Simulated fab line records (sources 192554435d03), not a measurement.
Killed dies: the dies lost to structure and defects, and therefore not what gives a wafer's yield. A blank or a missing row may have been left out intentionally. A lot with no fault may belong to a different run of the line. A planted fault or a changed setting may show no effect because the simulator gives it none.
Split-lot study | flow n5-finfet | 21 wafers read from 7 lots, route of 1938 steps

## SPLIT DETAILS
At N5_FIN_SAQP_PEB_14 (peb time 60 s), the setting peb-time-s was moved away from the recipe's 60 s on 5 of the 21 wafers read, by -17.9% to -6.8%. This setting was run at the recipe's value on the other wafers.

## SPLIT TO READING: what lies between them in the file, 1 step
- N5_FIN_SAQP_DEVELOP_15: develop time 30 s

## THE READING
cd-nm (nm) at N5_FIN_SAQP_CD_MEAS_16, where the cd target is 35.6 nm. A value of 35.69 nm with a standard deviation of 0.27 nm is what fault-free wafers of this fab line usually give.

wafer  | tool, chamber at the split | peb-time-s as run, s | against the recipe | cd-nm, nm | against lot-mates on the recipe
L079.3 | litho-track-01, 0          | 60                   | recipe             | 35.33     | -
L079.4 | litho-track-01, 0          | 60                   | recipe             | 35.50     | -
L079.6 | litho-track-01, 0          | 60                   | recipe             | 35.43     | -
L085.1 | litho-track-04, 0          | 60                   | recipe             | 35.74     | -
L085.4 | litho-track-04, 0          | 55.95                | -6.8%              | 36.29     | +0.55
L085.5 | litho-track-04, 0          | 55.95                | -6.8%              | 36.57     | +0.83
L087.2 | litho-track-04, 0          | 60                   | recipe             | 35.88     | -
L087.3 | litho-track-04, 0          | 60                   | recipe             | 35.72     | -
L087.5 | litho-track-04, 0          | 60                   | recipe             | 35.35     | -
L089.3 | litho-track-01, 0          | 60                   | recipe             | 35.94     | -
L089.5 | litho-track-01, 0          | 49.25                | -17.9%             | 38.27     | +2.58
L089.6 | litho-track-01, 0          | 60                   | recipe             | 35.44     | -
L090.2 | litho-track-05, 0          | 60                   | recipe             | 36.47     | -
L090.5 | litho-track-05, 0          | 60                   | recipe             | 36.02     | -
L090.6 | litho-track-05, 0          | 60                   | recipe             | 36.00     | -
L094.1 | litho-track-05, 0          | 51.24                | -14.6%             | 37.56     | +2.07
L094.4 | litho-track-05, 0          | 60                   | recipe             | 35.49     | -
L094.6 | litho-track-05, 0          | 51.24                | -14.6%             | 38.14     | +2.65
L097.2 | litho-track-04, 0          | 60                   | recipe             | 36.00     | -
L097.3 | litho-track-04, 0          | 60                   | recipe             | 35.96     | -
L097.6 | litho-track-04, 0          | 60                   | recipe             | 35.44     | -

THE FIT
A straight line over all 21 wafers: cd-nm changes by -0.14 nm for each +1% of peb-time-s; r = -0.93; the points scatter about the line by 0.32 nm.
The same after taking each lot's own level away (the mean of its wafers on the recipe; 21 wafers): -0.15 nm for each +1%; r = -0.96; scatter 0.24 nm.
The reading moves by 2.7 nm for the largest change in peb-time-s, on that fit.
From 35.420 to 36.163 nm: that is the span of the lots' own levels, equal to 2.8 times the standard deviation above.
The two slopes agree, so the slope changes little with the lot-to-lot level.
Check: +2.72 nm against its lot-mates is what the line predicts for one of the wafers moved furthest among these (-17.9%) when that wafer is left out of the fit. Against them it came out at +2.58 nm.

## OTHER SPLITS APPLIED TO THESE WAFERS
Other splits were also applied to these wafers ahead of the reading. Each is held against what the fit with the lots' levels taken away leaves over:
other split on the same wafers            | wafers away from the commonest value | r with cd-nm (lot level and that fit taken away)
N5_WELL_APT_EXPOSE_22 dose-mj             | 7                                    | -0.05
N5_WELL_APT_DEVELOP_24 develop-time-s     | 7                                    | -0.23
N5_PMOS_HMC_CHANNEL_EPI_EXPOSE_06 dose-mj | 7                                    | +0.02
N5_PMOS_HMC_CHANNEL_EPI_PEB_07 peb-temp-c | 6                                    | -0.41

## THE FILE'S OWN FIT
cd-nm changes by -0.147 nm for each +1% of peb-time-s, r = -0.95.
